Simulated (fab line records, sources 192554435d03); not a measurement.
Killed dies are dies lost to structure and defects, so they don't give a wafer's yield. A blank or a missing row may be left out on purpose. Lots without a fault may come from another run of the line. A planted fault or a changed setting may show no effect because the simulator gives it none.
A struck lot beside a sound one | flow n5_finfet | 37 steps out of a route of 1938
Sound: wafers L402.1, L402.2, L402.3. Struck: wafers L387.1, L387.2, L387.4. The cause comes at the end.
At each step with rows: each side's tool, then ch and its chambers, then its first start. Under that, the readings that differ: sound wafers | struck wafers | difference of the means | sigmas: that difference in standard deviations of wafers without a fault.
alike: readings whose means differ by less than 2 such deviations, and words and numbers that are the same on both sides. not compared: withheld readings, readings that some wafer has no value for, bounds like >300 that may hide the same value, and numbers for which the record gives no deviation and whose values overlap.
The two part at a step that has a row with sigmas, a row that says differs or no value, or rows on one side only. Numbers that don't overlap but have no deviation are shown without sigmas and don't part them. A reading that every wafer of one side lacks parts them only if that side has two wafers or more.

first, 10 steps without rows for these wafers: N5_FIN_SAQP_PRECLEAN_42 (cleans in O3/DIW, time 60 s); N5_FIN_SAQP_PRECLEAN_00 (cleans in SC1, time 60 s); N5_FIN_SAQP_PRECLEAN_44 (cleans in SC2, time 45 s); N5_FIN_SAQP_SRD_01 (time 30 s); N5_FIN_SAQP_ALD_61 (deposits SiO2, target thk 4 nm, pulse time 1 s, purge time 2 s); N5_FIN_SAQP_DENSIFY_62 (time 60 s); N5_FIN_SAQP_HM_DEP_03 (deposits SiNx from SiH4/NH3/N2, target thk 38 nm, time 33.6 s); N5_FIN_SAQP_PECVD_47 (deposits a-Si from SiH4/He, target thk 45 nm, time 36.3 s); N5_FIN_SAQP_PECVD_48 (deposits SiNx from SiH4/NH3/N2, target thk 25 nm, time 22.1 s); N5_FIN_SAQP_PECVD_06 (deposits a-Si from SiH4/He, target thk 60 nm, time 48.1 s).
N5_FIN_SAQP_HM_DEP_72: deposits SiO2 from SiH4/N2O, target thk 12 nm, time 7.2 s.
  sound on pecvd-03 ch 0,1,2, day 7 09:46; struck on pecvd-03 ch 0,2, day 3 15:18
  no value came back on the struck wafers for chamber_pressure_Torr (Torr), heater_power_outer_w (W), heater_power_w (W), showerhead_plenum_p_Torr (Torr); on the sound wafers chamber_pressure_Torr (Torr) reads 0.7503 0.7526 0.7494
then, 12 steps without rows for these wafers: N5_FIN_SAQP_COAT_49 (time 60 s, resist thk 100 nm); N5_FIN_SAQP_COAT_50 (time 60 s, resist thk 35 nm); N5_FIN_SAQP_COAT_10 (resist thk 90 nm); N5_FIN_SAQP_EBR_12; N5_FIN_SAQP_SOFTBAKE_11 (time 60 s); N5_FIN_SAQP_EXPOSE_13 (exposes mask FIN CORE, target cd 35.6 nm); N5_FIN_SAQP_PEB_14 (peb time 60 s); N5_FIN_SAQP_DEVELOP_15 (develop time 30 s); N5_FIN_SAQP_DESCUM_21 (chemistry O2, time 7.9 s); N5_FIN_SAQP_ETCH_51 (etches SiARC in CF4, target depth 45.5 nm, time 75.8 s); N5_FIN_SAQP_ETCH_52 (etches SOC in N2/H2, target depth 100 nm, overetch 20 nm, time 150 s); N5_FIN_SAQP_STRIP_53 (strips in N2/H2).
N5_FIN_SAQP_HM_OPEN_73: chemistry CHF3/O2, target SiO2, stops on a-Si, target depth 12 nm, time 16.8 s.
  sound on rie_diel-04 ch 0,1,2, day 7 10:24; struck on rie_diel-01 ch 0,1,3, day 3 16:02
  reading                  | sound             | struck         | difference | sigmas
  oes_product_au (a.u.)    | 0.54 0.52 0.43    | 0.38 0.36 0.27 | -0.16      | -3
  model.etch.depth_nm (nm) | 11.88 12.16 12.02 | 0 0 0          | -12        |
  alike: drypump_motor_current_A, rf_vpp_V, showerhead_plenum_p_Torr, throttle_valve_pct
  not compared: rf_hours_counter_h
then, 9 steps without rows for these wafers: N5_FIN_SAQP_STRIP_74 (strips in CHF3/O2); N5_FIN_SAQP_MANDREL_ETCH_22 (etches a-Si in HBr/Cl2, stops on SiNx, target depth 60 nm, bt time 10 s, time 30 s); N5_FIN_SAQP_STRIP_55 (strips in N2/H2); N5_FIN_SAQP_STRIP_23 (strips in SPM, time 750 s); N5_FIN_SAQP_SRD_66 (time 30 s); N5_FIN_SAQP_RECESS_75 (chemistry HF/NH3, target SiO2, target depth 14.4 nm, afs cycles 3, sublimation time 60 s); N5_FIN_SAQP_SPACER1_ALD_24 (deposits SiO2, target thk 20.3 nm, pulse time 1 s, purge time 2 s); N5_FIN_SAQP_SPACER1_ETCHBACK_25 (etches SiO2 in CHF3/O2, target depth 24.4 nm, time 12.2 s); N5_FIN_SAQP_MANDREL1_REMOVE_56 (chemistry HBr/Cl2/O2, target a-Si, stops on SiNx, bt time 10 s).
N5_FIN_SAQP_CD_MEAS_27: target cd 20 nm.
  sound on cd_sem-01 ch 0, day 7 12:13; struck on cd_sem-03 ch 0, day 3 18:16
  reading    | sound             | struck | difference                    | sigmas
  cd_nm (nm) | 20.22 20.54 20.02 | - - -  | no value on the struck wafers |
then, 1 step without rows for these wafers: N5_FIN_SAQP_ETCH_57 (etches SiNx in CH3F/O2, target depth 32.5 nm, time 46.4 s).
N5_BEOL_M4_RC_MEAS_101:
  the record has rows for the sound wafers here (prober-02 ch 0, day 14 17:02) and none for the struck ones
-- the record jumps here: 11 days lie between the struck wafers' starts before and after (it left off in module BEOL_M4 and takes up again in module PASSIVATION, whose first step shown is number 1936 of the route) --
N5_PASSIVATION_PROBE_49:
  the record has rows for the struck wafers here (prober-01, day 15 03:32) and none for the sound ones

WHERE THEY PART
First at N5_FIN_SAQP_HM_DEP_72; last, within this record, at N5_PASSIVATION_PROBE_49.

WHY: what the simulator had put in
Skipped step whole: pecvd-03, from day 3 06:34 on, at N5_FIN_SAQP_HM_DEP_72. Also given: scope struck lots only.
